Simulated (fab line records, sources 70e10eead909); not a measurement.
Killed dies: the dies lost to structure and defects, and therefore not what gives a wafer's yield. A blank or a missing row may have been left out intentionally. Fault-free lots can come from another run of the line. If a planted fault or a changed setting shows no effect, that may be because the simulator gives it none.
Matching of chambers -- flow nand harc -- NHARC_A_STAIRCASE_DESCUM_291 on rie diel-11: 4 sister chambers
The step chemistry O2, time 3 s. 24 wafers are shown with their chamber, then 12 later ones without.

## WAFERS WITH THEIR CHAMBER
wafer,chamber,drypump motor current A (A),showerhead plenum p Torr (Torr),oes product au (a.u.)
L075.2,0,6.7,1.93,0.993
L075.3,2,5.4,1.97,1.012
L075.5,3,5.3,2.02,1.018
L074.3,2,5.4,1.97,1.018
L074.4,1,5.1,1.90,1.015
L074.5,1,5.1,1.90,1.014
L077.2,1,5.1,1.89,1.001
L077.4,0,6.6,1.93,1.003
L077.6,1,5.1,1.90,0.997
L078.1,0,6.6,1.93,1.014
L078.2,2,5.4,1.97,1.009
L078.4,3,5.2,2.02,1.014
L079.2,3,5.2,2.02,1.002
L079.5,0,6.6,1.93,0.998
L079.6,3,5.2,2.02,1.001
L084.1,0,6.7,1.93,1.004
L084.3,2,5.4,1.96,1.005
L084.5,0,6.7,1.93,1.007
L082.1,2,5.4,1.96,1.005
L082.5,2,5.4,1.96,1.012
L082.6,3,5.2,2.02,0.999
L081.1,3,5.2,2.01,1.007
L081.2,1,5.1,1.89,1.001
L081.4,0,6.6,1.93,1.005

SIGNATURES (averages over the wafers above)
reading,chamber 0,chamber 1,chamber 2,chamber 3,scatter within a chamber
drypump motor current A,6.643,5.100,5.400,5.217,0.0357
showerhead plenum p Torr,1.9300,1.8960,1.9650,2.0183,0.0042
oes product au,1.00343,1.00560,1.01017,1.00683,0.00692
Rule: for each reading, subtract the chamber's mean from the wafer's reading, divide by that reading's scatter and square the result; add these up over the readings and take the root, which gives the wafer's distance from the chamber. If the next closest chamber is less than 2 further off than the closest, the wafer can't be placed; otherwise it belongs to the closest. The scatter is the square root of a quotient: the sum, over the shown wafers, of each reading's squared deviation from its chamber's mean, divided by wafers minus chambers.

## WAFERS WITHOUT THEIR CHAMBER
wafer,drypump motor current A (A),showerhead plenum p Torr (Torr),oes product au (a.u.)
L085.3,6.6,1.93,1.013
L085.4,5.4,1.96,0.998
L085.5,5.1,1.89,1.000
L093.2,6.7,1.92,1.018
L093.4,5.2,2.01,1.018
L093.5,5.4,1.96,1.022
L094.1,5.2,2.01,1.024
L094.3,5.1,1.88,1.000
L094.4,5.4,1.96,1.007
L097.1,5.2,2.00,1.013
L097.2,5.4,1.95,1.012
L097.5,5.4,1.95,1.011

## EACH ONE'S CHAMBER
wafer,from the rows above,in truth
L085.3,0,0
L085.4,2,2
L085.5,1,1
L093.2,0,0
L093.4,3,3
L093.5,2,2
L094.1,3,3
L094.3,1,1
L094.4,2,2
L097.1,3,3
L097.2,2,2
L097.5,2,2
Correctly placed: 12 of 12. Left unplaced by these rows: 0. 0 placed wrongly.
